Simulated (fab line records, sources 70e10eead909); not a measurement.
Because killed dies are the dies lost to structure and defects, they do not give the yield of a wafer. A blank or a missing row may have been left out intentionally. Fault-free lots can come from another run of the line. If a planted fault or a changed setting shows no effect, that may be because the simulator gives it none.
A sampling plan put to the test -- flow nandHarc -- one line in one fab, 18 faults in these records, each fault weighed on the records of the lots it struck
What counts as the plan is the set of the line's own looks, namely the steps on the route at which a gauge or an inspection reads a wafer and does not change it. A look is open to judgement when struck wafers have a number at it and the file gives its usual mean and standard deviation on fault-free wafers. Caught: 4 or more of those standard deviations (sigma) separate the usual mean from the mean of the struck wafers at a look after the fault's first step. On the tool: here the same test is run on the tool's own readings at the fault's steps. If the struck wafers alone have a blank record, or they carry another recipe, that too counts as caught.

## THE FAULTS, as the simulator had put them in
1. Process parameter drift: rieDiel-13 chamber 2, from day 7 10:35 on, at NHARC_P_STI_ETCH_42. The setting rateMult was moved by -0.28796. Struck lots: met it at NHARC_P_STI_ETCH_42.
2. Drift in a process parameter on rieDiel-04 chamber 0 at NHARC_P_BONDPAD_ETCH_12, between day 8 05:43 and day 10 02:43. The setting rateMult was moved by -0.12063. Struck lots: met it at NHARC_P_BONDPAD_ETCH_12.
3. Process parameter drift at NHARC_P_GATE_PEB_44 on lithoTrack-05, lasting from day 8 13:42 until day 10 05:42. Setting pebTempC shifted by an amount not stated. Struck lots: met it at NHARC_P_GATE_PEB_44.
4. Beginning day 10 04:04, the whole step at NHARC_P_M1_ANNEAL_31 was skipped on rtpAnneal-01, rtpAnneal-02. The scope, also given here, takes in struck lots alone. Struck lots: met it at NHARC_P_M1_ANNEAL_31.
5. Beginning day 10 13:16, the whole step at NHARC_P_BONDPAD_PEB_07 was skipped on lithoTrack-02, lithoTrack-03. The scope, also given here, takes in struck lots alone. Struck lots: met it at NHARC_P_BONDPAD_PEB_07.
6. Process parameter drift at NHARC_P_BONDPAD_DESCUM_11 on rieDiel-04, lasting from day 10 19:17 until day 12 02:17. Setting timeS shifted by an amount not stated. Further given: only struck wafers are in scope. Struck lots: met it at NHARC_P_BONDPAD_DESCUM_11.
7. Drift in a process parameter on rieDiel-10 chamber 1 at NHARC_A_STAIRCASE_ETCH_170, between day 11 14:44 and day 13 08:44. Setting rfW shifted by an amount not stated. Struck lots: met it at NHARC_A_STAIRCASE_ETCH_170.
8. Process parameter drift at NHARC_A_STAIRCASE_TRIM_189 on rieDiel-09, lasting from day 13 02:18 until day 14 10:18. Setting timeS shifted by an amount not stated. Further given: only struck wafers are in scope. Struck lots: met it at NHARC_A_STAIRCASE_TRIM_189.
9. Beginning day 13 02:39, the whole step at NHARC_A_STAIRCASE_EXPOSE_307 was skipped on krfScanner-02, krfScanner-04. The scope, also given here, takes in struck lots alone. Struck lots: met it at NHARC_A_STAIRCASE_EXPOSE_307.
10. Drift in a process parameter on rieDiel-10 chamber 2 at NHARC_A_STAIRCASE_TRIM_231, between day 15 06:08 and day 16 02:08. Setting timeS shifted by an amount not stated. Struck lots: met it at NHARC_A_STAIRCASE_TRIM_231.
11. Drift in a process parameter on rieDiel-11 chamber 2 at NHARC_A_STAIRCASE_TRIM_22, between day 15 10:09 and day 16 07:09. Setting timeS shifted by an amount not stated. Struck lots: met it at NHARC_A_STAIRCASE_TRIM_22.
12. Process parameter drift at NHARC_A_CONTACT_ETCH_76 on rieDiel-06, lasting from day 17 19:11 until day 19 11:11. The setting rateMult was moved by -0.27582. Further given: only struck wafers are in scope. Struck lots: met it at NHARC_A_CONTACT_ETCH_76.
13. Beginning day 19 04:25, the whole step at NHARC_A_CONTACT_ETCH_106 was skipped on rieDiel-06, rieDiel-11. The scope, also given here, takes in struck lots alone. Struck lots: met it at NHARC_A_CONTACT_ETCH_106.
14. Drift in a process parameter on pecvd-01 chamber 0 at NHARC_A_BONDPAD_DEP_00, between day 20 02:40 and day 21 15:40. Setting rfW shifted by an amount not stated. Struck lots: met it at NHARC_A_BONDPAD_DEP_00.
15. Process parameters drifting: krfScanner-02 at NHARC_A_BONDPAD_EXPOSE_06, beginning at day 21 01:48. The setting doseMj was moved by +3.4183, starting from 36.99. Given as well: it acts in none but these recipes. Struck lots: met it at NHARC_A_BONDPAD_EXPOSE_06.
16. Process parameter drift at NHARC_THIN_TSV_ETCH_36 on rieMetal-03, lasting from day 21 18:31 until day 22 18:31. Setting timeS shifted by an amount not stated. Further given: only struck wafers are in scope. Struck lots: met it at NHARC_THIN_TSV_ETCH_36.
17. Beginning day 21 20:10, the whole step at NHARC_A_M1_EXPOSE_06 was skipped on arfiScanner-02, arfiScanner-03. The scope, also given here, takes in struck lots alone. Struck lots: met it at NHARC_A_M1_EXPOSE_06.
18. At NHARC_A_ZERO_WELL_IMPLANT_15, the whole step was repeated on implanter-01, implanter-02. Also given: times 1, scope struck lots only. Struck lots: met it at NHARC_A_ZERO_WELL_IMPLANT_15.

## WHAT THE PLAN SAW
fault,on the tool itself,first look that catches it,"reading, sigma",median hours from its first step to that look,hours from the fault's start to the first struck lot there,judged looks passed uncaught
1,oesProductAu -21 sigma,NHARC_END_SORT_01,killedAtPeriphery +30,406.8,409,0
2,only faintly: oesProductAu -3.3 sigma,no look after it can be judged,-,-,-,0
3,plateTempC -5.4 sigma,none of the 2 looks that can be judged after it,-,-,-,2
4,the tool's record is blank for the struck wafers,NHARC_END_SORT_01,killedAtPeriphery +11,313.1,314,0
5,the tool's record is blank for the struck wafers,no look after it can be judged,-,-,-,0
6,runLengthS +4.4 sigma,not the one look that can be judged after it,-,-,-,1
7,rfFwdPowerW +38 sigma,no look after it can be judged,-,-,-,0
8,runLengthS -99 or beyond sigma,not the one look that can be judged after it,-,-,-,1
9,no reading that can be judged,no look after it can be judged,-,-,-,0
10,runLengthS +99 or beyond sigma,not the one look that can be judged after it,-,-,-,1
11,runLengthS -99 or beyond sigma,not the one look that can be judged after it,-,-,-,1
12,oesProductAu -18 sigma,NHARC_END_SORT_01,killedAtArray +50,62.5,76,0
13,the tool's record is blank for the struck wafers,no look after it can be judged,-,-,-,0
14,rfFwdPowerW -99 or beyond sigma,none of the 2 looks that can be judged after it,-,-,-,2
15,exposureDoseMJCm2 +62 sigma,not the one look that can be judged after it,-,-,-,1
16,runLengthS -10 sigma,none of the 2 looks that can be judged after it,-,-,-,2
17,no reading that can be judged,no look after it can be judged,-,-,-,0
18,no reading that can be judged,none of the 2 looks that can be judged after it,-,-,-,2
A dash: the fault is not caught, or the number is missing from these records.

Caught at a look: 3 of 18. Caught on the tool: 14 of 18. By one or the other: 14 of 18.
On the tool alone, faults 3, 5, 6, 7, 8, 10, 11, 13, 14, 15, 16 were caught.
Caught by neither: faults 2, 9, 17, 18.

## THINNER SAMPLING
Were the look that catches a fault to measure just every second or every third lot (counted by lot number), the first struck lot would, at worst, be measured this late:
fault,"struck lots at that look, in order of time",every lot,every second lot,every third lot
1,L983,409 h,may miss it,may miss it
4,"L303, L302",314 h,316 h,may miss all 2
12,"L535, L537, L538",76 h,95 h,may miss all 3
The hour figures run from when the fault began to the first measured lot among those it struck. The test against the limit of 4 sigma pooled every struck wafer, which means one lot taken alone may stay below that limit. Other struck lots may not be in these records.

## THE LONGEST TIMED WAY FROM STEP TO LOOK
Fault 1: median gap of 406.8 hours between NHARC_P_STI_ETCH_42 and NHARC_END_SORT_01. No look between them can be judged.
